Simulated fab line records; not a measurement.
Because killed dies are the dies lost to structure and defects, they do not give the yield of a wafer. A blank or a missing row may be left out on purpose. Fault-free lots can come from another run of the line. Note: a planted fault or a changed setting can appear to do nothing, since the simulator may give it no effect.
Which tool did it? || flow nandHarc || 14 lots with 42 wafers sampled at 5 steps, on a route of 1302 steps

== WHAT EACH GAUGE READ, for each wafer ==
NHARC_A_ONON_D1_THK_MEAS_14: measures by ellipsometry.
{"lot": "L560", "measured": "day 8 03:03", "on": "filmMetro-02", "thkNm (nm)": "976 980 978"}
{"lot": "L561", "measured": "day 8 03:04", "on": "filmMetro-01", "thkNm (nm)": "1016 1015 1013"}
{"lot": "L562", "measured": "day 8 18:31", "on": "filmMetro-02", "thkNm (nm)": "1002 1003 1003"}
{"lot": "L568", "measured": "day 11 03:08", "on": "filmMetro-02", "thkNm (nm)": "1022 1021 1020"}
{"lot": "L569", "measured": "day 11 08:35", "on": "filmMetro-01", "thkNm (nm)": "1007 1007 1008"}
{"lot": "L574", "measured": "day 13 23:21", "on": "filmMetro-02", "thkNm (nm)": "996 996 996"}
{"lot": "L573", "measured": "day 13 23:21", "on": "filmMetro-01", "thkNm (nm)": "995 996 995"}
{"lot": "L576", "measured": "day 14 18:25", "on": "filmMetro-02", "thkNm (nm)": "987 987 989"}
{"lot": "L577", "measured": "day 15 08:14", "on": "filmMetro-01", "thkNm (nm)": "997 997 997"}
{"lot": "L578", "measured": "day 15 15:56", "on": "filmMetro-01", "thkNm (nm)": "1007 1007 1003"}
{"lot": "L580", "measured": "day 16 01:23", "on": "filmMetro-01", "thkNm (nm)": "986 986 987"}
{"lot": "L581", "measured": "day 16 19:21", "on": "filmMetro-01", "thkNm (nm)": "988 990 989"}
{"lot": "L582", "measured": "day 16 23:25", "on": "filmMetro-01", "thkNm (nm)": "997 998 998"}
{"lot": "L583", "measured": "day 17 06:45", "on": "filmMetro-01", "thkNm (nm)": "1020 1021 1020"}

NHARC_A_ONON_D1_THK_MEAS_34: measures by ellipsometry.
{"lot": "L560", "measured": "day 8 13:42", "on": "filmMetro-01", "thkNm (nm)": "197 196 196"}
{"lot": "L561", "measured": "day 8 13:34", "on": "filmMetro-02", "thkNm (nm)": "202 197 202"}
{"lot": "L562", "measured": "day 9 05:04", "on": "filmMetro-02", "thkNm (nm)": "196 199 201"}
{"lot": "L568", "measured": "day 11 14:11", "on": "filmMetro-01", "thkNm (nm)": "202 202 204"}
{"lot": "L569", "measured": "day 11 21:04", "on": "filmMetro-02", "thkNm (nm)": "201 209 204"}
{"lot": "L574", "measured": "day 14 13:14", "on": "filmMetro-02", "thkNm (nm)": "197 199 206"}
{"lot": "L573", "measured": "day 14 13:14", "on": "filmMetro-01", "thkNm (nm)": "200 201 203"}
{"lot": "L576", "measured": "day 15 05:40", "on": "filmMetro-01", "thkNm (nm)": "198 201 205"}
{"lot": "L577", "measured": "day 15 18:42", "on": "filmMetro-02", "thkNm (nm)": "196 201 200"}
{"lot": "L578", "measured": "day 16 02:40", "on": "filmMetro-02", "thkNm (nm)": "199 199 201"}
{"lot": "L580", "measured": "day 16 11:59", "on": "filmMetro-02", "thkNm (nm)": "196 196 197"}
{"lot": "L581", "measured": "day 17 06:08", "on": "filmMetro-02", "thkNm (nm)": "207 203 206"}
{"lot": "L582", "measured": "day 17 10:01", "on": "filmMetro-02", "thkNm (nm)": "198 199 202"}
{"lot": "L583", "measured": "day 17 18:13", "on": "filmMetro-02", "thkNm (nm)": "198 201 199"}

NHARC_A_CHANNEL_HOLE_D1_OVL_MEAS_11.
{"lot": "L560", "measured": "day 8 16:36", "on": "overlay-02", "overlayXNm (nm)": "-1.0 -1.3 -0.8", "overlayYNm (nm)": "0.1 0.0 0.4"}
{"lot": "L561", "measured": "day 8 16:22", "on": "overlay-01", "overlayXNm (nm)": "0.1 0.5 0.4", "overlayYNm (nm)": "-0.6 -0.7 -0.7"}
{"lot": "L562", "measured": "day 9 10:41", "on": "overlay-02", "overlayXNm (nm)": "-1.0 -0.6 -0.8", "overlayYNm (nm)": "-0.9 -0.7 -0.8"}
{"lot": "L568", "measured": "day 11 20:02", "on": "overlay-01", "overlayXNm (nm)": "-1.5 -1.9 -1.1", "overlayYNm (nm)": "0.0 0.0 0.3"}
{"lot": "L569", "measured": "day 12 01:45", "on": "overlay-01", "overlayXNm (nm)": "1.1 0.4 0.2", "overlayYNm (nm)": "0.1 0.4 -0.2"}
{"lot": "L574", "measured": "day 14 16:05", "on": "overlay-01", "overlayXNm (nm)": "-0.8 -0.4 -0.8", "overlayYNm (nm)": "-0.7 -0.1 -0.7"}
{"lot": "L573", "measured": "day 14 16:44", "on": "overlay-02", "overlayXNm (nm)": "0.3 0.4 0.3", "overlayYNm (nm)": "-0.1 -0.7 -0.2"}
{"lot": "L576", "measured": "day 15 11:20", "on": "overlay-01", "overlayXNm (nm)": "0.5 0.8 0.9", "overlayYNm (nm)": "0.3 0.8 0.5"}
{"lot": "L577", "measured": "day 15 21:58", "on": "overlay-01", "overlayXNm (nm)": "0.6 0.7 0.0", "overlayYNm (nm)": "1.2 0.9 0.9"}
{"lot": "L578", "measured": "day 16 05:30", "on": "overlay-02", "overlayXNm (nm)": "0.8 0.6 0.3", "overlayYNm (nm)": "-0.1 -0.6 0.3"}
{"lot": "L580", "measured": "day 16 14:43", "on": "overlay-01", "overlayXNm (nm)": "0.0 -0.1 0.0", "overlayYNm (nm)": "0.5 0.2 0.4"}
{"lot": "L581", "measured": "day 17 09:22", "on": "overlay-02", "overlayXNm (nm)": "-0.2 -0.5 -0.1", "overlayYNm (nm)": "-0.3 -0.5 -0.7"}
{"lot": "L582", "measured": "day 17 12:52", "on": "overlay-02", "overlayXNm (nm)": "-0.1 0.0 0.4", "overlayYNm (nm)": "0.1 -0.2 0.2"}
{"lot": "L583", "measured": "day 17 21:11", "on": "overlay-02", "overlayXNm (nm)": "0.0 0.0 0.1", "overlayYNm (nm)": "0.1 0.1 -0.2"}

NHARC_END_SORT_01.
{"lot": "L576", "measured": "day 31 04:16", "on": "prober-01", "killedAtArray": "56 32 47", "killedAtOther": "0 0 0", "killedAtPeriphery": "4 2 9", "killedDies": "60 34 56", "killedOpen": "3 1 6", "killedShort": "1 2 4"}

== WHAT TOOL EACH LOT RAN ON (gives the tool, then ch and the chambers of the sampled wafers, and finally the start) ==
{"lot": "L560", "NHARC_A_CHANNEL_HOLE_D1_SOFTBAKE_05": "lithoTrack-04 ch 0, day 8 16:00"}
{"lot": "L561", "NHARC_A_CHANNEL_HOLE_D1_SOFTBAKE_05": "lithoTrack-01 ch 0, day 8 15:00"}
{"lot": "L562", "NHARC_A_CHANNEL_HOLE_D1_SOFTBAKE_05": "lithoTrack-06 ch 0, day 9 10:00"}
{"lot": "L568", "NHARC_A_CHANNEL_HOLE_D1_SOFTBAKE_05": "lithoTrack-01 ch 0, day 11 19:00"}
{"lot": "L569", "NHARC_A_CHANNEL_HOLE_D1_SOFTBAKE_05": "lithoTrack-01 ch 0, day 12 01:00"}
{"lot": "L574", "NHARC_A_CHANNEL_HOLE_D1_SOFTBAKE_05": "lithoTrack-04 ch 0, day 14 15:00"}
{"lot": "L573", "NHARC_A_CHANNEL_HOLE_D1_SOFTBAKE_05": "lithoTrack-06 ch 0, day 14 16:00"}
{"lot": "L576", "NHARC_A_CHANNEL_HOLE_D1_SOFTBAKE_05": "lithoTrack-06 ch 0, day 15 10:00"}
{"lot": "L577", "NHARC_A_CHANNEL_HOLE_D1_SOFTBAKE_05": "lithoTrack-01 ch 0, day 15 21:00"}
{"lot": "L578", "NHARC_A_CHANNEL_HOLE_D1_SOFTBAKE_05": "lithoTrack-06 ch 0, day 16 04:00"}
{"lot": "L580", "NHARC_A_CHANNEL_HOLE_D1_SOFTBAKE_05": "lithoTrack-01 ch 0, day 16 14:00"}
{"lot": "L581", "NHARC_A_CHANNEL_HOLE_D1_SOFTBAKE_05": "lithoTrack-01 ch 0, day 17 08:00"}
{"lot": "L582", "NHARC_A_CHANNEL_HOLE_D1_SOFTBAKE_05": "lithoTrack-06 ch 0, day 17 12:00"}
{"lot": "L583", "NHARC_A_CHANNEL_HOLE_D1_SOFTBAKE_05": "lithoTrack-06 ch 0, day 17 20:00"}
- NHARC_A_CHANNEL_HOLE_D1_SOFTBAKE_05: time 55 s.

== AS READ BY THE TOOLS THEMSELVES (means over the sampled wafers that have a number; for cases with no such wafer, the mark the record gives instead) ==
NHARC_A_CHANNEL_HOLE_D1_SOFTBAKE_05.
{"lot": "L560", "tool": "lithoTrack-04", "heaterPowerTotalW (W)": 188.44}
{"lot": "L561", "tool": "lithoTrack-01", "heaterPowerTotalW (W)": 188.50}
{"lot": "L562", "tool": "lithoTrack-06", "heaterPowerTotalW (W)": 188.42}
{"lot": "L568", "tool": "lithoTrack-01", "heaterPowerTotalW (W)": 211.26}
{"lot": "L569", "tool": "lithoTrack-01", "heaterPowerTotalW (W)": 211.13}
{"lot": "L574", "tool": "lithoTrack-04", "heaterPowerTotalW (W)": 188.55}
{"lot": "L573", "tool": "lithoTrack-06", "heaterPowerTotalW (W)": 188.37}
{"lot": "L576", "tool": "lithoTrack-06", "heaterPowerTotalW (W)": 188.51}
{"lot": "L577", "tool": "lithoTrack-01", "heaterPowerTotalW (W)": 188.38}
{"lot": "L578", "tool": "lithoTrack-06", "heaterPowerTotalW (W)": 188.46}
{"lot": "L580", "tool": "lithoTrack-01", "heaterPowerTotalW (W)": 188.48}
{"lot": "L581", "tool": "lithoTrack-01", "heaterPowerTotalW (W)": 188.46}
{"lot": "L582", "tool": "lithoTrack-06", "heaterPowerTotalW (W)": 188.43}
{"lot": "L583", "tool": "lithoTrack-06", "heaterPowerTotalW (W)": 188.38}

== THE ANSWER, worked out from the rows above alone ==
Rule: what is usual is taken from the lots themselves. Put in order of their means at a reading, lots are off if they are a third of the lots or fewer, leave a main group of 4 or more, and stand apart from it by a gap of 3 or more times the standard deviation of the main group's means; of several such gaps the widest counts. If all means in a main group match to the digits the tables above print for the reading, that group is not used. Also off: a lot with no number at a reading for which 4 or more lots have one. All remaining lots with rows at the step are treated as sound. After the gauges, taken in route order, come the tools' own readings; for these a lot's mean is taken, as printed above. At the first step where some lot is off, the reading lying furthest off is the one used; lots without a number count as furthest.
Off, at NHARC_A_CHANNEL_HOLE_D1_SOFTBAKE_05 on heaterPowerTotalW: L568, L569. Mean 188.45 W and standard deviation 0.054 in the main group.
If a tool, at that step or one of the process steps before it, ran each lot that is off and ran no sound lot following the first of them, it fits. No candidate that was tried fits.

== WHAT THE SIMULATOR PUT IN ==
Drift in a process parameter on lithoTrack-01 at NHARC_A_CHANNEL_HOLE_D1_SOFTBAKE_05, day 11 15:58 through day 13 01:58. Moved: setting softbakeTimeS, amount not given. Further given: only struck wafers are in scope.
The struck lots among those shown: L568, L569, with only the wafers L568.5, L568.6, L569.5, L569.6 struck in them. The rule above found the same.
